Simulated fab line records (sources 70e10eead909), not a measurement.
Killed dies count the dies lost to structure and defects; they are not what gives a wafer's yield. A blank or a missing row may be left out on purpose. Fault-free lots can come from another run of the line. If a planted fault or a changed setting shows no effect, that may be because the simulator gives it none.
Matching of chambers    flow nand-harc    rie-diel-05 running NHARC_A_BONDPAD_ETCH_12: 4 sister chambers
The step etches the open film in CHF3/O2, target depth 220 nm, time 110 s. 4 wafers are shown with their chamber, then 9 later ones without.

WAFERS WITH THEIR CHAMBER
wafer   chamber  drypump-motor-current-A (A)
L549.6  3        5.38
L550.3  1        5.40
L552.2  0        5.70
L552.6  2        5.74

WAFERS WHOSE CHAMBER IS MISSING
wafer   drypump-motor-current-A (A)
L551.1  5.33
L551.4  5.72
L551.6  5.73
L553.1  5.72
L553.2  5.35
L553.3  5.71
L554.3  5.34
L554.5  5.30
L554.6  5.73

WHICH CHAMBER EACH WENT THROUGH
wafer   from the rows above      in truth
L551.1  can't be placed: 3 or 1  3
L551.4  can't be placed: 0 or 2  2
L551.6  can't be placed: 2 or 0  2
L553.1  can't be placed: 0 or 2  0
L553.2  can't be placed: 3 or 1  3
L553.3  can't be placed: 0 or 2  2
L554.3  can't be placed: 3 or 1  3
L554.5  can't be placed: 3 or 1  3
L554.6  can't be placed: 2 or 0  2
Placed correctly: 0 of 9. Can't be placed from these rows: 9 (the true chamber is among the candidates in 9). Wrongly placed: 0.
How it was worked out, from the rows above alone: a wafer's distance from a chamber is the root of the sum, over the readings, of the square of ((its reading less the chamber's mean) divided by the reading's scatter). If the next closest chamber is less than 2 further off than the closest, the wafer can't be placed; otherwise it belongs to the closest. The mean given for a chamber averages the wafers shown for that chamber. The scatter (one wafer shown for each chamber): square how far every hidden wafer sits from the nearest shown wafer, average those squares and take the square root.
